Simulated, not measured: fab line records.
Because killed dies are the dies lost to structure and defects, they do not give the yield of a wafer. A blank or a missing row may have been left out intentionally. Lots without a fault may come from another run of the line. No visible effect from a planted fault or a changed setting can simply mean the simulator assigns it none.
Which tool was responsible? || flow nandHarc || Sampling: 14 lots, 41 wafers, 5 of 1159 route steps

## WHAT EACH GAUGE READ, for each wafer
NHARC_A_SGD_CUT_INSPECT_11. Usual: rawDefectCount at 18, with a standard deviation of 9.3.
{"lot": "L658", "measured": "day 13 23:52", "on": "defectInspect-01", "rawDefectCount": "17 18 18", "flag": ""}
{"lot": "L660", "measured": "day 14 14:04", "on": "defectInspect-01", "rawDefectCount": "39 19 24", "flag": ""}
{"lot": "L661", "measured": "day 14 14:15", "on": "defectInspect-02", "rawDefectCount": "24 20 22", "flag": ""}
{"lot": "L664", "measured": "day 14 21:25", "on": "defectInspect-02", "rawDefectCount": "26 30 23", "flag": ""}
{"lot": "L663", "measured": "day 14 21:35", "on": "defectInspect-02", "rawDefectCount": "13 18 9", "flag": ""}
{"lot": "L667", "measured": "day 15 10:51", "on": "defectInspect-02", "rawDefectCount": "25 33 21", "flag": ""}
{"lot": "L666", "measured": "day 15 11:01", "on": "defectInspect-02", "rawDefectCount": "10 10 8", "flag": ""}
{"lot": "L665", "measured": "day 15 22:23", "on": "defectInspect-02", "rawDefectCount": "12 11 12", "flag": ""}
{"lot": "L668", "measured": "day 16 10:08", "on": "defectInspect-01", "rawDefectCount": "18 35 31", "flag": ""}
{"lot": "L669", "measured": "day 16 10:41", "on": "defectInspect-02", "rawDefectCount": "6 11 5", "flag": ""}
{"lot": "L672", "measured": "day 17 05:32", "on": "defectInspect-01", "rawDefectCount": "8 13 8", "flag": ""}
{"lot": "L674", "measured": "day 18 00:16", "on": "defectInspect-01", "rawDefectCount": "7 4 12", "flag": ""}
{"lot": "L677", "measured": "day 18 00:31", "on": "defectInspect-02", "rawDefectCount": "13 20", "flag": ""}
{"lot": "L675", "measured": "day 18 02:14", "on": "defectInspect-01", "rawDefectCount": "27 32 28", "flag": ""}

NHARC_END_SORT_01. Usual: killedAtArray 29, standard deviation 8.4; killedAtOther 0.7, standard deviation 1.2; killedAtPeriphery 3.8, standard deviation 2.1; killedDies 33, standard deviation 9; killedOpen 3.4, standard deviation 2; killedShort 2.1, standard deviation 1.4.
{"lot": "L661", "measured": "day 21 01:27", "on": "prober-01", "killedAtArray": "36 26 34", "killedAtOther": "1 0 1", "killedAtPeriphery": "2 5 3", "killedDies": "39 31 38", "killedOpen": "3 6 2", "killedShort": "2 1 2", "flag": ""}
{"lot": "L663", "measured": "day 22 00:52", "on": "prober-02", "killedAtArray": "15 21 12", "killedAtOther": "0 0 0", "killedAtPeriphery": "1 2 3", "killedDies": "16 23 15", "killedOpen": "2 0 5", "killedShort": "0 4 2", "flag": ""}
{"lot": "L665", "measured": "day 22 07:05", "on": "prober-02", "killedAtArray": "30 24 26", "killedAtOther": "0 2 0", "killedAtPeriphery": "3 3 2", "killedDies": "33 29 28", "killedOpen": "3 3 1", "killedShort": "0 1 1", "flag": ""}
{"lot": "L677", "measured": "day 23 22:02", "on": "prober-02", "killedAtArray": "543 607", "killedAtOther": "2 0", "killedAtPeriphery": "2 5", "killedDies": "547 612", "killedOpen": "1 5", "killedShort": "3 5", "flag": "OFF"}
{"lot": "L675", "measured": "day 23 14:29", "on": "prober-01", "killedAtArray": "580 26 29", "killedAtOther": "0 4 3", "killedAtPeriphery": "5 3 4", "killedDies": "585 33 36", "killedOpen": "6 1 4", "killedShort": "2 1 2", "flag": "OFF"}

## WHICH TOOL RAN EACH LOT (tool, then ch and the chambers of the sampled wafers, then the start)
{"lot": "L658", "NHARC_A_STAIRCASE_CMP_152": "cmp-02 ch 1,2,3, day 13 20:58", "NHARC_A_SGD_CUT_DEP_00": "pecvd-03 ch 1,2, day 13 23:09", "NHARC_A_SGD_CUT_ETCH_58": "rieDiel-13 ch 1,2, day 14 00:01"}
{"lot": "L660", "NHARC_A_STAIRCASE_CMP_152": "cmp-01 ch 0,3, day 14 11:22", "NHARC_A_SGD_CUT_DEP_00": "pecvd-01 ch 0,1, day 14 13:13", "NHARC_A_SGD_CUT_ETCH_58": "rieDiel-13 ch 0,2,3, day 14 14:13"}
{"lot": "L661", "NHARC_A_STAIRCASE_CMP_152": "cmp-02 ch 1,2,3, day 14 11:31", "NHARC_A_SGD_CUT_DEP_00": "pecvd-03 ch 0,1,2, day 14 13:22", "NHARC_A_SGD_CUT_ETCH_58": "rieDiel-01 ch 0,1,3, day 14 14:25"}
{"lot": "L664", "NHARC_A_STAIRCASE_CMP_152": "cmp-01 ch 0,2, day 14 18:38", "NHARC_A_SGD_CUT_DEP_00": "pecvd-02 ch 1,2, day 14 20:35", "NHARC_A_SGD_CUT_ETCH_58": "rieDiel-01 ch 1,3, day 14 21:36"}
{"lot": "L663", "NHARC_A_STAIRCASE_CMP_152": "cmp-02 ch 0,1,2, day 14 18:57", "NHARC_A_SGD_CUT_DEP_00": "pecvd-03 ch 0,1,2, day 14 20:44", "NHARC_A_SGD_CUT_ETCH_58": "rieDiel-05 ch 0,1, day 14 21:44"}
{"lot": "L667", "NHARC_A_STAIRCASE_CMP_152": "cmp-01 ch 1,2,3, day 15 08:01", "NHARC_A_SGD_CUT_DEP_00": "pecvd-01 ch 0,2, day 15 10:01", "NHARC_A_SGD_CUT_ETCH_58": "rieDiel-01 ch 0,1,3, day 15 11:01"}
{"lot": "L666", "NHARC_A_STAIRCASE_CMP_152": "cmp-02 ch 0,2,3, day 15 08:10", "NHARC_A_SGD_CUT_DEP_00": "pecvd-03 ch 0,2, day 15 10:01", "NHARC_A_SGD_CUT_ETCH_58": "rieDiel-13 ch 0,1,2, day 15 11:10"}
{"lot": "L665", "NHARC_A_STAIRCASE_CMP_152": "cmp-01 ch 0,1, day 15 19:45", "NHARC_A_SGD_CUT_DEP_00": "pecvd-02 ch 1,2, day 15 21:33", "NHARC_A_SGD_CUT_ETCH_58": "rieDiel-01 ch 0,3, day 15 22:34"}
{"lot": "L668", "NHARC_A_STAIRCASE_CMP_152": "cmp-03 ch 0,2, day 16 07:38", "NHARC_A_SGD_CUT_DEP_00": "pecvd-03 ch 0,1,2, day 16 09:26", "NHARC_A_SGD_CUT_ETCH_58": "rieDiel-13 ch 0,1,3, day 16 10:17"}
{"lot": "L669", "NHARC_A_STAIRCASE_CMP_152": "cmp-01 ch 0,1,2, day 16 07:57", "NHARC_A_SGD_CUT_DEP_00": "pecvd-03 ch 0,1, day 16 09:52", "NHARC_A_SGD_CUT_ETCH_58": "rieDiel-05 ch 0,3, day 16 10:50"}
{"lot": "L672", "NHARC_A_STAIRCASE_CMP_152": "cmp-03 ch 1,3, day 17 02:54", "NHARC_A_SGD_CUT_DEP_00": "pecvd-01 ch 0,1, day 17 04:41", "NHARC_A_SGD_CUT_ETCH_58": "rieDiel-13 ch 0,2, day 17 05:41"}
{"lot": "L674", "NHARC_A_STAIRCASE_CMP_152": "cmp-03 ch 1,2,3, day 17 21:33", "NHARC_A_SGD_CUT_DEP_00": "pecvd-03 ch 0,2, day 17 23:25", "NHARC_A_SGD_CUT_ETCH_58": "rieDiel-13 ch 1,2,3, day 18 00:25"}
{"lot": "L677", "NHARC_A_STAIRCASE_CMP_152": "cmp-03 ch 0,2, day 17 21:50", "NHARC_A_SGD_CUT_DEP_00": "pecvd-02 ch 0,1, day 17 23:40", "NHARC_A_SGD_CUT_ETCH_58": "rieDiel-05 ch 0,2, day 18 00:40"}
{"lot": "L675", "NHARC_A_STAIRCASE_CMP_152": "cmp-03 ch 0,2, day 17 23:31", "NHARC_A_SGD_CUT_DEP_00": "pecvd-01 ch 0,1, day 18 01:25", "NHARC_A_SGD_CUT_ETCH_58": "rieDiel-05 ch 0,1,2, day 18 02:23"}
- NHARC_A_STAIRCASE_CMP_152: polishes.
- NHARC_A_SGD_CUT_DEP_00: deposits SiNx, target thk 50 nm.
- NHARC_A_SGD_CUT_ETCH_58: etches the open film in CF4, target depth 39 nm, time 65 s.

## AS READ BY THE TOOLS THEMSELVES (means over the sampled wafers that have a number; for cases with no such wafer, the mark the record gives instead)
NHARC_A_STAIRCASE_CMP_152. Usual: motorCurrentA at 11.7 A, with a standard deviation of 1.3.
{"lot": "L658", "tool": "cmp-02", "motorCurrentA (A)": 11.4, "flag": ""}
{"lot": "L660", "tool": "cmp-01", "motorCurrentA (A)": 11.1, "flag": ""}
{"lot": "L661", "tool": "cmp-02", "motorCurrentA (A)": 11.4, "flag": ""}
{"lot": "L664", "tool": "cmp-01", "motorCurrentA (A)": 11.3, "flag": ""}
{"lot": "L663", "tool": "cmp-02", "motorCurrentA (A)": 11.4, "flag": ""}
{"lot": "L667", "tool": "cmp-01", "motorCurrentA (A)": 11.9, "flag": ""}
{"lot": "L666", "tool": "cmp-02", "motorCurrentA (A)": 10.7, "flag": ""}
{"lot": "L665", "tool": "cmp-01", "motorCurrentA (A)": 10.9, "flag": ""}
{"lot": "L668", "tool": "cmp-03", "motorCurrentA (A)": 13.4, "flag": ""}
{"lot": "L669", "tool": "cmp-01", "motorCurrentA (A)": 11.4, "flag": ""}
{"lot": "L672", "tool": "cmp-03", "motorCurrentA (A)": 11.6, "flag": ""}
{"lot": "L674", "tool": "cmp-03", "motorCurrentA (A)": 11.3, "flag": ""}
{"lot": "L677", "tool": "cmp-03", "motorCurrentA (A)": 13.4, "flag": ""}
{"lot": "L675", "tool": "cmp-03", "motorCurrentA (A)": 13.3, "flag": ""}

NHARC_A_SGD_CUT_DEP_00. Usual: heaterPowerW at 689 W, with a standard deviation of 82.
{"lot": "L658", "tool": "pecvd-03", "heaterPowerW (W)": 734, "flag": ""}
{"lot": "L660", "tool": "pecvd-01", "heaterPowerW (W)": 689, "flag": ""}
{"lot": "L661", "tool": "pecvd-03", "heaterPowerW (W)": 688, "flag": ""}
{"lot": "L664", "tool": "pecvd-02", "heaterPowerW (W)": 731, "flag": ""}
{"lot": "L663", "tool": "pecvd-03", "heaterPowerW (W)": 693, "flag": ""}
{"lot": "L667", "tool": "pecvd-01", "heaterPowerW (W)": 670, "flag": ""}
{"lot": "L666", "tool": "pecvd-03", "heaterPowerW (W)": 696, "flag": ""}
{"lot": "L665", "tool": "pecvd-02", "heaterPowerW (W)": 692, "flag": ""}
{"lot": "L668", "tool": "pecvd-03", "heaterPowerW (W)": 655, "flag": ""}
{"lot": "L669", "tool": "pecvd-03", "heaterPowerW (W)": 652, "flag": ""}
{"lot": "L672", "tool": "pecvd-01", "heaterPowerW (W)": 702, "flag": ""}
{"lot": "L674", "tool": "pecvd-03", "heaterPowerW (W)": 655, "flag": ""}
{"lot": "L677", "tool": "pecvd-02", "heaterPowerW (W)": 681, "flag": ""}
{"lot": "L675", "tool": "pecvd-01", "heaterPowerW (W)": 682, "flag": ""}

NHARC_A_SGD_CUT_ETCH_58. Usual: drypumpMotorCurrentA 5.8 A, standard deviation 0.54; oesProductAu 0.997 a.u., standard deviation 0.012; rfVppV 151.0 V, standard deviation 1.2; showerheadPlenumPTorr 1.74 Torr, standard deviation 0.066; throttleValvePct 13.285 %, standard deviation 0.0091.
{"lot": "L658", "tool": "rieDiel-13", "drypumpMotorCurrentA (A)": 5.0, "oesProductAu (a.u.)": 0.995, "rfVppV (V)": 150.3, "showerheadPlenumPTorr (Torr)": 1.76, "throttleValvePct (%)": 13.288, "flag": ""}
{"lot": "L660", "tool": "rieDiel-13", "drypumpMotorCurrentA (A)": 5.6, "oesProductAu (a.u.)": 1.002, "rfVppV (V)": 150.6, "showerheadPlenumPTorr (Torr)": 1.74, "throttleValvePct (%)": 13.289, "flag": ""}
{"lot": "L661", "tool": "rieDiel-01", "drypumpMotorCurrentA (A)": 5.9, "oesProductAu (a.u.)": 1.011, "rfVppV (V)": 150.7, "showerheadPlenumPTorr (Torr)": 1.70, "throttleValvePct (%)": 13.284, "flag": ""}
{"lot": "L664", "tool": "rieDiel-01", "drypumpMotorCurrentA (A)": 6.4, "oesProductAu (a.u.)": 0.997, "rfVppV (V)": 150.7, "showerheadPlenumPTorr (Torr)": 1.73, "throttleValvePct (%)": 13.298, "flag": ""}
{"lot": "L663", "tool": "rieDiel-05", "drypumpMotorCurrentA (A)": 6.4, "oesProductAu (a.u.)": 0.979, "rfVppV (V)": 151.2, "showerheadPlenumPTorr (Torr)": 1.82, "throttleValvePct (%)": 13.289, "flag": ""}
{"lot": "L667", "tool": "rieDiel-01", "drypumpMotorCurrentA (A)": 5.9, "oesProductAu (a.u.)": 1.005, "rfVppV (V)": 150.8, "showerheadPlenumPTorr (Torr)": 1.70, "throttleValvePct (%)": 13.290, "flag": ""}
{"lot": "L666", "tool": "rieDiel-13", "drypumpMotorCurrentA (A)": 5.4, "oesProductAu (a.u.)": 0.996, "rfVppV (V)": 150.6, "showerheadPlenumPTorr (Torr)": 1.74, "throttleValvePct (%)": 13.288, "flag": ""}
{"lot": "L665", "tool": "rieDiel-01", "drypumpMotorCurrentA (A)": 5.5, "oesProductAu (a.u.)": 1.013, "rfVppV (V)": 151.0, "showerheadPlenumPTorr (Torr)": 1.68, "throttleValvePct (%)": 13.282, "flag": ""}
{"lot": "L668", "tool": "rieDiel-13", "drypumpMotorCurrentA (A)": 5.3, "oesProductAu (a.u.)": 0.995, "rfVppV (V)": 151.0, "showerheadPlenumPTorr (Torr)": 1.69, "throttleValvePct (%)": 13.288, "flag": ""}
{"lot": "L669", "tool": "rieDiel-05", "drypumpMotorCurrentA (A)": 6.3, "oesProductAu (a.u.)": 0.990, "rfVppV (V)": 151.2, "showerheadPlenumPTorr (Torr)": 1.75, "throttleValvePct (%)": 13.280, "flag": ""}
{"lot": "L672", "tool": "rieDiel-13", "drypumpMotorCurrentA (A)": 5.7, "oesProductAu (a.u.)": 1.001, "rfVppV (V)": 150.8, "showerheadPlenumPTorr (Torr)": 1.72, "throttleValvePct (%)": 13.285, "flag": ""}
{"lot": "L674", "tool": "rieDiel-13", "drypumpMotorCurrentA (A)": 5.2, "oesProductAu (a.u.)": 0.999, "rfVppV (V)": 151.0, "showerheadPlenumPTorr (Torr)": 1.75, "throttleValvePct (%)": 13.281, "flag": ""}
{"lot": "L677", "tool": "rieDiel-05", "drypumpMotorCurrentA (A)": 6.0, "oesProductAu (a.u.)": 0.802, "rfVppV (V)": 152.2, "showerheadPlenumPTorr (Torr)": 1.80, "throttleValvePct (%)": 13.293, "flag": "OFF"}
{"lot": "L675", "tool": "rieDiel-05", "drypumpMotorCurrentA (A)": 6.0, "oesProductAu (a.u.)": 0.928, "rfVppV (V)": 151.3, "showerheadPlenumPTorr (Torr)": 1.82, "throttleValvePct (%)": 13.276, "flag": "OFF"}

## THE ANSWER, worked out from the rows above alone
Rule: lot off if the mean of its wafers having a number is beyond 3 standard deviations from the usual mean. A lot without any number at a reading at which 4 lots or more have one is off too. All remaining lots with rows at the step are treated as sound. First the gauges in route order, then the tools' own readings, where a lot's mean is used as printed above. The first step at which some lot is off is used, and at that step the reading that is off furthest; a lot without a number counts as furthest.
Off: L677, L675, at NHARC_END_SORT_01 (killedAtArray). Neither off nor sound, because the step has no rows for them: L658, L660, L664, L667, L666, L668, L669, L672, L674.
If a tool, at a process step before that reading, ran all the lots that are off and no sound lot after the first of them, it fits. The gauges at NHARC_END_SORT_01 aren't tried: what is off there is off at NHARC_A_SGD_CUT_ETCH_58 too, on other tools, and a gauge's error can't cause that. 2 tools fit, cmp-03 at NHARC_A_STAIRCASE_CMP_152 and rieDiel-05 at NHARC_A_SGD_CUT_ETCH_58, so this cannot tell which one it is.

## WHAT HAD BEEN PUT IN BY THE SIMULATOR
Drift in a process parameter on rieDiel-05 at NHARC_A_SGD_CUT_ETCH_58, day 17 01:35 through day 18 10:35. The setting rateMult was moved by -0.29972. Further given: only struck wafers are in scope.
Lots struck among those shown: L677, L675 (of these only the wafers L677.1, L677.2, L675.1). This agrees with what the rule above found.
